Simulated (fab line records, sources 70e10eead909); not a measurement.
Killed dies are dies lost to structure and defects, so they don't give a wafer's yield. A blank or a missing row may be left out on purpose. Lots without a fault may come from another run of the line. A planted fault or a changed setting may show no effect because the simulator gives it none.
A struck lot beside a sound one | flow nand_harc | 14 steps out of a route of 1302
Sound: wafers L822.1, L822.2, L822.4. Struck: wafers L834.1, L834.4, L834.6. The cause comes at the end.
At each step with rows: each side's tool, then ch and its chambers, then its first start. Under that, the readings that differ: sound wafers | struck wafers | difference of the means | sigmas: that difference in standard deviations of wafers without a fault.
alike: readings whose means differ by less than 2 such deviations, and words and numbers that are the same on both sides. not compared: withheld readings, readings that some wafer has no value for, bounds like >300 that may hide the same value, and numbers for which the record gives no deviation and whose values overlap.
The two part at a step that has a row with sigmas, a row that says differs or no value, or rows on one side only. Numbers that don't overlap but have no deviation are shown without sigmas and don't part them. A reading that every wafer of one side lacks parts them only if that side has two wafers or more.

NHARC_A_ONON_D2_THK_MEAS_14: measures by ellipsometry.
  sound on film_metro-02, day 12 16:56; struck on film_metro-01, day 17 14:23
  alike: thk_nm
then, 2 steps without rows for these wafers: NHARC_A_ONON_D2_ANNEAL_15 (time 3600 s); NHARC_A_ONON_D2_DEP_16 (target thk 1000 nm).
NHARC_A_ONON_D2_THK_MEAS_18: measures by ellipsometry.
  sound on film_metro-02, day 13 01:00; struck on film_metro-01, day 17 22:26
  reading     | sound          | struck      | difference | sigmas
  thk_nm (nm) | 1007 1006 1005 | 986 986 987 | -20        | -2
then, 1 step without rows for these wafers: NHARC_A_ONON_D2_DEP_19 (target thk 1000 nm).
NHARC_A_ONON_D2_THK_MEAS_21: measures by ellipsometry.
  sound on film_metro-02, day 13 01:34; struck on film_metro-02, day 17 23:00
  alike: thk_nm
then, 1 step without rows for these wafers: NHARC_A_ONON_D2_DEP_22 (target thk 1000 nm).
NHARC_A_ONON_D2_THK_MEAS_24: measures by ellipsometry.
  sound on film_metro-02, day 13 02:08; struck on film_metro-02, day 17 23:34
  reading     | sound       | struck         | difference | sigmas
  thk_nm (nm) | 985 987 984 | 1018 1018 1021 | +34        | +4
then, 1 step without rows for these wafers: NHARC_A_ONON_D2_DEP_25 (target thk 1000 nm).
NHARC_A_ONON_D2_THK_MEAS_27: measures by ellipsometry.
  sound on film_metro-02, day 13 02:43; struck on film_metro-02, day 18 00:08
  alike: thk_nm
then, 1 step without rows for these wafers: NHARC_A_ONON_D2_DEP_28 (target thk 1000 nm).
NHARC_A_ONON_D2_THK_MEAS_30: measures by ellipsometry.
  sound on film_metro-02, day 13 03:16; struck on film_metro-02, day 18 00:43
  alike: thk_nm
NHARC_A_ONON_D2_DEP_33: deposits SiO2, target thk 200 nm.
  sound on pecvd-04 ch 0,2, day 13 03:20; struck on pecvd-04 ch 0,1,2, day 18 00:49
  reading                   | sound             | struck            | difference | sigmas
  mfc_precursor_sccm (sccm) | 161.3 161.8 161.5 | 132.0 131.5 131.4 | -29.9      | -65
  alike: heater_power_w, throttle_valve_pct
NHARC_A_ONON_D2_THK_MEAS_34: measures by ellipsometry.
  sound on film_metro-02, day 13 03:44; struck on film_metro-01, day 18 01:11
  reading     | sound             | struck            | difference | sigmas
  thk_nm (nm) | 196.0 197.0 203.4 | 162.0 164.7 166.2 | -34.5      | -13

WHERE THEY PART
First at NHARC_A_ONON_D2_THK_MEAS_18; last, within this record, at NHARC_A_ONON_D2_THK_MEAS_34.

WHY: what the simulator had put in
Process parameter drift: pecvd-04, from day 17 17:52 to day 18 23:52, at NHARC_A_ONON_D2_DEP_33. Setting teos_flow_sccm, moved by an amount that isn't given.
